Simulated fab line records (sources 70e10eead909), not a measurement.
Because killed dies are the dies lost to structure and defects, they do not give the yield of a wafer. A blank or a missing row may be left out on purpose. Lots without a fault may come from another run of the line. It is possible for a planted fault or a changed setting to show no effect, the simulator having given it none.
Which of the tools did it? -- flow nand_harc -- Sampling: 11 lots, 33 wafers, 6 of 1302 route steps

WHAT THE GAUGES READ, wafer by wafer
NHARC_P_GATE_CD_MEAS_46 targets a cd of 720 nm.
lot,measured,on,cd_nm (nm)
L590,day 6 04:43,cd_sem-03,716.5 717.8 719.8
L594,day 7 18:25,cd_sem-01,- - -
L602,day 10 21:32,cd_sem-01,721.3 720.3 721.1
L603,day 11 16:24,cd_sem-03,725.0 721.0 724.7
L605,day 12 07:38,cd_sem-01,725.1 722.5 721.9
L606,day 12 21:31,cd_sem-03,723.1 719.9 721.3
L607,day 13 03:22,cd_sem-02,717.2 719.1 718.0
L609,day 13 23:39,cd_sem-03,719.6 715.0 718.7
L610,day 14 09:36,cd_sem-01,719.8 719.9 719.6
L611,day 14 18:11,cd_sem-01,718.9 719.7 721.4
L612,day 15 06:26,cd_sem-01,718.8 721.8 723.9

NHARC_END_SORT_01.
lot,measured,on,killed_at_array,killed_at_other,killed_at_periphery,killed_dies,killed_open,killed_short
L594,day 26 09:25,prober-02,34 22 23,1 3 1,642 652 653,677 677 677,4 2 4,8 3 4
L602,day 29 12:07,prober-02,43 54 35,2 1 2,2 5 7,47 60 44,3 3 3,2 6 3
L603,day 30 10:31,prober-01,47 60 76,0 4 3,3 6 2,50 70 81,2 6 5,1 4 2
L611,day 33 03:02,prober-01,69 55 55,3 2 1,11 8 8,83 65 64,12 2 2,4 4 3

TOOL THAT RAN EACH LOT (tool first, then ch and the chambers of the sampled wafers, then the start)
lot,NHARC_P_GATE_DEP_103,NHARC_P_GATE_STRIP_108,NHARC_P_GATE_ALD_36,NHARC_P_GATE_EXPOSE_43
L590,"pecvd-01 ch 0,1,2, day 5 16:23","rie_diel-09 ch 0,1,3, day 5 17:42","ald_sin-01 ch 1,2, day 5 19:26","krf_scanner-03 ch 0, day 6 04:34"
L594,"pecvd-04 ch 0,1,2, day 7 05:41","rie_diel-10 ch 1,2,3, day 7 07:11","ald_sin-02 ch 1,2,3, day 7 07:48","krf_scanner-04 ch 0, day 7 18:16"
L602,"pecvd-01 ch 0,1,2, day 10 08:54","rie_diel-05 ch 0,1, day 10 10:23","ald_sin-01 ch 1,2, day 10 12:04","krf_scanner-04 ch 0, day 10 21:23"
L603,"pecvd-02 ch 0,1,2, day 11 03:44","rie_diel-05 ch 0,3, day 11 05:13","ald_sin-03 ch 0,1,3, day 11 07:57","krf_scanner-03 ch 0, day 11 16:14"
L605,"pecvd-01 ch 0,1, day 11 18:52","rie_diel-05 ch 1,2, day 11 20:26","ald_sin-01 ch 0,2,3, day 11 23:11","krf_scanner-04 ch 0, day 12 07:29"
L606,"pecvd-01 ch 1,2, day 12 08:50","rie_diel-10 ch 1,3, day 12 10:12","ald_sin-03 ch 0,3, day 12 10:52","krf_scanner-02 ch 0, day 12 21:22"
L607,"pecvd-02 ch 0,1, day 12 14:39","rie_diel-09 ch 0,2,3, day 12 16:01","ald_sin-02 ch 0,1, day 12 16:43","krf_scanner-03 ch 0, day 13 03:13"
L609,"pecvd-04 ch 1,2, day 13 11:16","rie_diel-10 ch 0,2, day 13 12:37","ald_sin-03 ch 1,3, day 13 13:14","krf_scanner-03 ch 0, day 13 23:30"
L610,"pecvd-02 ch 1,2, day 13 20:50","rie_diel-10 ch 0,1, day 13 22:14","ald_sin-02 ch 1,2,3, day 13 22:52","krf_scanner-04 ch 0, day 14 09:27"
L611,"pecvd-02 ch 0,1, day 14 05:28","rie_diel-10 ch 0,1,3, day 14 06:58","ald_sin-01 ch 0,1,2, day 14 07:41","krf_scanner-04 ch 0, day 14 18:01"
L612,"pecvd-02 ch 0,1, day 14 15:51","rie_diel-10 ch 0,1,2, day 14 17:11","ald_sin-03 ch 1,2,3, day 14 17:48","krf_scanner-03 ch 0, day 15 06:17"
- NHARC_P_GATE_DEP_103: deposits SiON, target thk 30 nm.
- NHARC_P_GATE_STRIP_108: strips in O2.
- NHARC_P_GATE_ALD_36: deposits SiNx, target thk 20 nm, pulse time 60 s, ald cycles 223.
- NHARC_P_GATE_EXPOSE_43: exposes mask P NSD, target cd 720 nm.

WHAT THE TOOLS THEMSELVES READ (means of the sampled wafers that have a number; where no wafer has one, the mark that the record gives instead)
NHARC_P_GATE_DEP_103.
lot,tool,heater_power_outer_w (W),heater_power_w (W)
L590,pecvd-01,470,772
L594,pecvd-04,538,883
L602,pecvd-01,449,746
L603,pecvd-02,502,821
L605,pecvd-01,490,796
L606,pecvd-01,360,646
L607,pecvd-02,476,802
L609,pecvd-04,535,856
L610,pecvd-02,427,681
L611,pecvd-02,421,726
L612,pecvd-02,433,758

NHARC_P_GATE_STRIP_108.
lot,tool,drypump_motor_current_A (A),mfc_ar_sccm (sccm),o2_flow_sccm (sccm),oes_product_au (a.u.),rf_vpp_V (V),showerhead_plenum_p_Torr (Torr),throttle_valve_pct (%)
L590,rie_diel-09,5.4,0.015,502.8,1.005,58.2,3.53,17.029
L594,rie_diel-10,5.1,0.000,499.5,0.997,57.7,3.58,17.038
L602,rie_diel-05,5.9,0.000,498.8,0.996,57.9,3.54,17.038
L603,rie_diel-05,6.4,0.007,501.7,0.990,57.9,3.44,17.036
L605,rie_diel-05,5.9,0.000,499.4,0.991,59.2,3.65,17.043
L606,rie_diel-10,5.1,0.000,500.4,1.001,58.3,3.55,17.043
L607,rie_diel-09,5.6,0.011,499.0,1.010,58.4,3.46,17.044
L609,rie_diel-10,5.1,0.002,500.7,1.015,58.0,3.54,17.028
L610,rie_diel-10,5.2,0.004,501.9,1.014,57.4,3.37,17.033
L611,rie_diel-10,5.1,0.002,500.0,1.008,57.7,3.46,17.032
L612,rie_diel-10,5.1,0.002,500.4,1.016,58.2,3.49,17.038

NHARC_P_GATE_ALD_36.
lot,tool,heater_power_outer_w (W),heater_power_w (W),precursor_pulse_height_rel
L590,ald_sin-01,612,916,0.990
L594,ald_sin-02,481,824,0.994
L602,ald_sin-01,571,909,1.000
L603,ald_sin-03,472,782,0.997
L605,ald_sin-01,562,875,0.993
L606,ald_sin-03,521,787,1.003
L607,ald_sin-02,526,878,0.990
L609,ald_sin-03,440,772,0.998
L610,ald_sin-02,475,792,1.018
L611,ald_sin-01,581,890,0.989
L612,ald_sin-03,489,825,0.997

NHARC_P_GATE_EXPOSE_43.
lot,tool,stage_vel_mm_s (mm/s)
L590,krf_scanner-03,499.95
L594,krf_scanner-04,500.18
L602,krf_scanner-04,499.90
L603,krf_scanner-03,499.87
L605,krf_scanner-04,499.97
L606,krf_scanner-02,500.04
L607,krf_scanner-03,499.84
L609,krf_scanner-03,499.93
L610,krf_scanner-04,500.18
L611,krf_scanner-04,500.04
L612,krf_scanner-03,499.69

THE ANSWER, worked out from the rows above alone
Rule: the lots themselves supply what counts as usual. Put in order of their means at a reading, lots are off if they are a third of the lots or fewer, leave a main group of 4 or more, and stand apart from it by a gap of 3 or more times the standard deviation of the main group's means; of several such gaps the widest counts. If all means in a main group match to the digits the tables above print for the reading, that group is not used. A lot without any number at a reading at which 4 lots or more have one is off too. The other lots that the step has rows for count as sound. The gauges are gone through in route order, then the tools' own readings, and for those a lot's mean is taken as printed above. The first step at which some lot is off is used, and at that step the reading that is off furthest; a lot without a number counts as furthest.
Off: L594, at NHARC_P_GATE_CD_MEAS_46 (cd_nm). Without a number there: L594. Mean 720.4 nm and standard deviation 2 in the main group.
A tool fits if, at a process step before that reading, it ran every lot that is off, and no sound lot after the first of them. Gauges at NHARC_P_GATE_CD_MEAS_46: tried the same way as those tools. None of those tried fits.

WHAT THE SIMULATOR PUT IN
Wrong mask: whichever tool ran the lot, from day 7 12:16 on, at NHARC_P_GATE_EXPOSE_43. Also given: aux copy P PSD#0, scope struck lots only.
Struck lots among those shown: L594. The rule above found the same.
